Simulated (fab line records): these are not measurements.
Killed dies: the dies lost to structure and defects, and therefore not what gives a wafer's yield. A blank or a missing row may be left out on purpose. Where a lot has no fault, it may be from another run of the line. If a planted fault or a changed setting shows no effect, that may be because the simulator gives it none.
Split-lot study :: flow n5 finfet :: on a route of 1938 steps: 7 lots, 39 wafers read

SPLIT DETAILS
At N5_MOL_CONTACT_COAG_ETCH_124 (etches SiNx in CH3F/O2, stops on SiOC, target depth 6.5 nm), the setting target depth a was moved away from the recipe's 65 angstrom on 15 of the 39 wafers read, by -45.7% to +29.2%. For the rest of the wafers, this setting stayed at what the recipe calls for.

The reading is taken at the split's own step.

THE READING
SOC_of_MOL_CONTACT_COAG_COAT_62.thk nm (the simulator's own value, which no gauge read), in nm, at N5_MOL_CONTACT_COAG_ETCH_124 (etches SiNx in CH3F/O2, stops on SiOC, target depth 6.5 nm). The file does not state a usual value for it. Across the 24 wafers here that went through the recipe, the average is 48.3 nm and the standard deviation 0.29 nm.

wafer: L077.1
tool, chamber at the split: rie diel-04, 1
target depth a as run, angstrom: 65
against the recipe: recipe
SOC_of_MOL_CONTACT_COAG_COAT_62.thk nm, nm: 48.4
against lot-mates on the recipe: -

wafer: L077.2
tool, chamber at the split: rie diel-04, 3
target depth a as run, angstrom: 35.31
against the recipe: -45.7%
SOC_of_MOL_CONTACT_COAG_COAT_62.thk nm, nm: 49.6
against lot-mates on the recipe: +1.4

wafer: L077.3
tool, chamber at the split: rie diel-04, 0
target depth a as run, angstrom: 35.31
against the recipe: -45.7%
SOC_of_MOL_CONTACT_COAG_COAT_62.thk nm, nm: 49.2
against lot-mates on the recipe: +1.0

wafer: L077.4
tool, chamber at the split: rie diel-04, 2
target depth a as run, angstrom: 65
against the recipe: recipe
SOC_of_MOL_CONTACT_COAG_COAT_62.thk nm, nm: 48
against lot-mates on the recipe: -

wafer: L077.5
tool, chamber at the split: rie diel-04, 2
target depth a as run, angstrom: 65
against the recipe: recipe
SOC_of_MOL_CONTACT_COAG_COAT_62.thk nm, nm: 48.2
against lot-mates on the recipe: -

wafer: L077.6
tool, chamber at the split: rie diel-04, 3
target depth a as run, angstrom: 35.31
against the recipe: -45.7%
SOC_of_MOL_CONTACT_COAG_COAT_62.thk nm, nm: 49.8
against lot-mates on the recipe: +1.6

wafer: L079.1
tool, chamber at the split: rie diel-01, 0
target depth a as run, angstrom: 47.32
against the recipe: -27.2%
SOC_of_MOL_CONTACT_COAG_COAT_62.thk nm, nm: 49
against lot-mates on the recipe: +0.7

wafer: L079.2
tool, chamber at the split: rie diel-01, 3
target depth a as run, angstrom: 65
against the recipe: recipe
SOC_of_MOL_CONTACT_COAG_COAT_62.thk nm, nm: 48
against lot-mates on the recipe: -

wafer: L079.3
tool, chamber at the split: rie diel-01, 2
target depth a as run, angstrom: 47.32
against the recipe: -27.2%
SOC_of_MOL_CONTACT_COAG_COAT_62.thk nm, nm: 49.2
against lot-mates on the recipe: +0.9

wafer: L079.4
tool, chamber at the split: rie diel-01, 1
target depth a as run, angstrom: 65
against the recipe: recipe
SOC_of_MOL_CONTACT_COAG_COAT_62.thk nm, nm: 48.6
against lot-mates on the recipe: -

wafer: L079.5
tool, chamber at the split: rie diel-01, 2
target depth a as run, angstrom: 65
against the recipe: recipe
SOC_of_MOL_CONTACT_COAG_COAT_62.thk nm, nm: 48.4
against lot-mates on the recipe: -

wafer: L079.6
tool, chamber at the split: rie diel-01, 3
target depth a as run, angstrom: 47.32
against the recipe: -27.2%
SOC_of_MOL_CONTACT_COAG_COAT_62.thk nm, nm: 48.8
against lot-mates on the recipe: +0.5

wafer: L086.1
tool, chamber at the split: rie diel-04, 3
target depth a as run, angstrom: 65
against the recipe: recipe
SOC_of_MOL_CONTACT_COAG_COAT_62.thk nm, nm: 48
against lot-mates on the recipe: -

wafer: L086.4
tool, chamber at the split: rie diel-04, 0
target depth a as run, angstrom: 65
against the recipe: recipe
SOC_of_MOL_CONTACT_COAG_COAT_62.thk nm, nm: 47.8
against lot-mates on the recipe: -

wafer: L086.5
tool, chamber at the split: rie diel-04, 3
target depth a as run, angstrom: 65
against the recipe: recipe
SOC_of_MOL_CONTACT_COAG_COAT_62.thk nm, nm: 47.8
against lot-mates on the recipe: -

wafer: L089.1
tool, chamber at the split: rie diel-06, 0
target depth a as run, angstrom: 65
against the recipe: recipe
SOC_of_MOL_CONTACT_COAG_COAT_62.thk nm, nm: 48.2
against lot-mates on the recipe: -

wafer: L089.2
tool, chamber at the split: rie diel-06, 2
target depth a as run, angstrom: 65
against the recipe: recipe
SOC_of_MOL_CONTACT_COAG_COAT_62.thk nm, nm: 48.4
against lot-mates on the recipe: -

wafer: L089.3
tool, chamber at the split: rie diel-06, 1
target depth a as run, angstrom: 65
against the recipe: recipe
SOC_of_MOL_CONTACT_COAG_COAT_62.thk nm, nm: 48.8
against lot-mates on the recipe: -

wafer: L089.4
tool, chamber at the split: rie diel-06, 1
target depth a as run, angstrom: 65
against the recipe: recipe
SOC_of_MOL_CONTACT_COAG_COAT_62.thk nm, nm: 48.6
against lot-mates on the recipe: -

wafer: L089.5
tool, chamber at the split: rie diel-06, 2
target depth a as run, angstrom: 65
against the recipe: recipe
SOC_of_MOL_CONTACT_COAG_COAT_62.thk nm, nm: 48.2
against lot-mates on the recipe: -

wafer: L089.6
tool, chamber at the split: rie diel-06, 0
target depth a as run, angstrom: 65
against the recipe: recipe
SOC_of_MOL_CONTACT_COAG_COAT_62.thk nm, nm: 48.2
against lot-mates on the recipe: -

wafer: L092.1
tool, chamber at the split: rie diel-06, 3
target depth a as run, angstrom: 50.88
against the recipe: -21.7%
SOC_of_MOL_CONTACT_COAG_COAT_62.thk nm, nm: 49.2
against lot-mates on the recipe: +0.8

wafer: L092.2
tool, chamber at the split: rie diel-06, 1
target depth a as run, angstrom: 65
against the recipe: recipe
SOC_of_MOL_CONTACT_COAG_COAT_62.thk nm, nm: 48.4
against lot-mates on the recipe: -

wafer: L092.3
tool, chamber at the split: rie diel-06, 0
target depth a as run, angstrom: 65
against the recipe: recipe
SOC_of_MOL_CONTACT_COAG_COAT_62.thk nm, nm: 48.2
against lot-mates on the recipe: -

wafer: L092.4
tool, chamber at the split: rie diel-06, 0
target depth a as run, angstrom: 50.88
against the recipe: -21.7%
SOC_of_MOL_CONTACT_COAG_COAT_62.thk nm, nm: 48.8
against lot-mates on the recipe: +0.4

wafer: L092.5
tool, chamber at the split: rie diel-06, 1
target depth a as run, angstrom: 50.88
against the recipe: -21.7%
SOC_of_MOL_CONTACT_COAG_COAT_62.thk nm, nm: 49
against lot-mates on the recipe: +0.6

wafer: L092.6
tool, chamber at the split: rie diel-06, 3
target depth a as run, angstrom: 65
against the recipe: recipe
SOC_of_MOL_CONTACT_COAG_COAT_62.thk nm, nm: 48.6
against lot-mates on the recipe: -

wafer: L093.1
tool, chamber at the split: rie diel-04, 1
target depth a as run, angstrom: 83.98
against the recipe: +29.2%
SOC_of_MOL_CONTACT_COAG_COAT_62.thk nm, nm: 47.2
against lot-mates on the recipe: -0.9

wafer: L093.2
tool, chamber at the split: rie diel-04, 2
target depth a as run, angstrom: 65
against the recipe: recipe
SOC_of_MOL_CONTACT_COAG_COAT_62.thk nm, nm: 48.2
against lot-mates on the recipe: -

wafer: L093.3
tool, chamber at the split: rie diel-04, 3
target depth a as run, angstrom: 83.98
against the recipe: +29.2%
SOC_of_MOL_CONTACT_COAG_COAT_62.thk nm, nm: 47
against lot-mates on the recipe: -1.1

wafer: L093.4
tool, chamber at the split: rie diel-04, 0
target depth a as run, angstrom: 65
against the recipe: recipe
SOC_of_MOL_CONTACT_COAG_COAT_62.thk nm, nm: 47.8
against lot-mates on the recipe: -

wafer: L093.5
tool, chamber at the split: rie diel-04, 3
target depth a as run, angstrom: 83.98
against the recipe: +29.2%
SOC_of_MOL_CONTACT_COAG_COAT_62.thk nm, nm: 46.8
against lot-mates on the recipe: -1.3

wafer: L093.6
tool, chamber at the split: rie diel-04, 2
target depth a as run, angstrom: 65
against the recipe: recipe
SOC_of_MOL_CONTACT_COAG_COAT_62.thk nm, nm: 48.2
against lot-mates on the recipe: -

wafer: L094.1
tool, chamber at the split: rie diel-06, 3
target depth a as run, angstrom: 65
against the recipe: recipe
SOC_of_MOL_CONTACT_COAG_COAT_62.thk nm, nm: 48.6
against lot-mates on the recipe: -

wafer: L094.2
tool, chamber at the split: rie diel-06, 0
target depth a as run, angstrom: 49.82
against the recipe: -23.4%
SOC_of_MOL_CONTACT_COAG_COAT_62.thk nm, nm: 48.8
against lot-mates on the recipe: +0.3

wafer: L094.3
tool, chamber at the split: rie diel-06, 2
target depth a as run, angstrom: 65
against the recipe: recipe
SOC_of_MOL_CONTACT_COAG_COAT_62.thk nm, nm: 48.2
against lot-mates on the recipe: -

wafer: L094.4
tool, chamber at the split: rie diel-06, 1
target depth a as run, angstrom: 49.82
against the recipe: -23.4%
SOC_of_MOL_CONTACT_COAG_COAT_62.thk nm, nm: 49
against lot-mates on the recipe: +0.5

wafer: L094.5
tool, chamber at the split: rie diel-06, 3
target depth a as run, angstrom: 65
against the recipe: recipe
SOC_of_MOL_CONTACT_COAG_COAT_62.thk nm, nm: 48.8
against lot-mates on the recipe: -

wafer: L094.6
tool, chamber at the split: rie diel-06, 0
target depth a as run, angstrom: 49.82
against the recipe: -23.4%
SOC_of_MOL_CONTACT_COAG_COAT_62.thk nm, nm: 48.8
against lot-mates on the recipe: +0.3

THE FIT
A straight line over all 39 wafers: SOC_of_MOL_CONTACT_COAG_COAT_62.thk nm changes by -0.0318 nm for each +1% of target depth a; r = -0.90; the points scatter about the line by 0.28 nm.
The same after taking each lot's own level away (the mean of its wafers on the recipe; 39 wafers): -0.0289 nm for each +1%; r = -0.92; scatter 0.22 nm.
Per that fit: largest target depth a move, reading shift of 1.3 nm.
From 47.87 to 48.53 nm: that is the span of the lots' own levels, equal to 2.3 times the standard deviation above.
So the slope is not independent of the lot-to-lot level: the two fits are not the same.
Check: for one of the wafers moved furthest among these (-45.7%), held out of the fit, the line's prediction against its lot-mates is +1.24 nm. Against them it came out at +1.4 nm.

OTHER SPLITS ON THESE WAFERS
These wafers also went through other splits before the reading. Each is held against what the fit with the lots' levels taken away leaves over:
other split on the same wafers: N5_FIN_SAQP_ETCH_65 time s
wafers away from the commonest value: 9
r with SOC_of_MOL_CONTACT_COAG_COAT_62.thk nm (lot level and that fit taken away): +0.06

other split on the same wafers: N5_GATE_CUT_ALD_22 ald cycles
wafers away from the commonest value: 9
r with SOC_of_MOL_CONTACT_COAG_COAT_62.thk nm (lot level and that fit taken away): +0.03

THE WHOLE CHAIN: every reading that the file lists as answering this split, in the file's order
step: N5_MOL_CONTACT_COAG_ETCH_124
what it does: etches SiNx in CH3F/O2, stops on SiOC, target depth 6.5 nm
reading: SOC_of_MOL_CONTACT_COAG_COAT_62.thk nm (the simulator's own value, which no gauge read)
change (the file's fit): -0.0279 nm for each +1% of the setting
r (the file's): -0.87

step: N5_MOL_CONTACT_COAG_ETCH_124
what it does: etches SiNx in CH3F/O2, stops on SiOC, target depth 6.5 nm
reading: etch.depth nm (the simulator's own value, which no gauge read)
change (the file's fit): not straight: 3.466 at the lowest setting, 4.988 at the recipe, 5.011 at the highest
r (the file's): not given

THE FILE'S OWN FIT
SOC_of_MOL_CONTACT_COAG_COAT_62.thk nm changes by -0.0279 nm for each +1% of target depth a, r = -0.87.
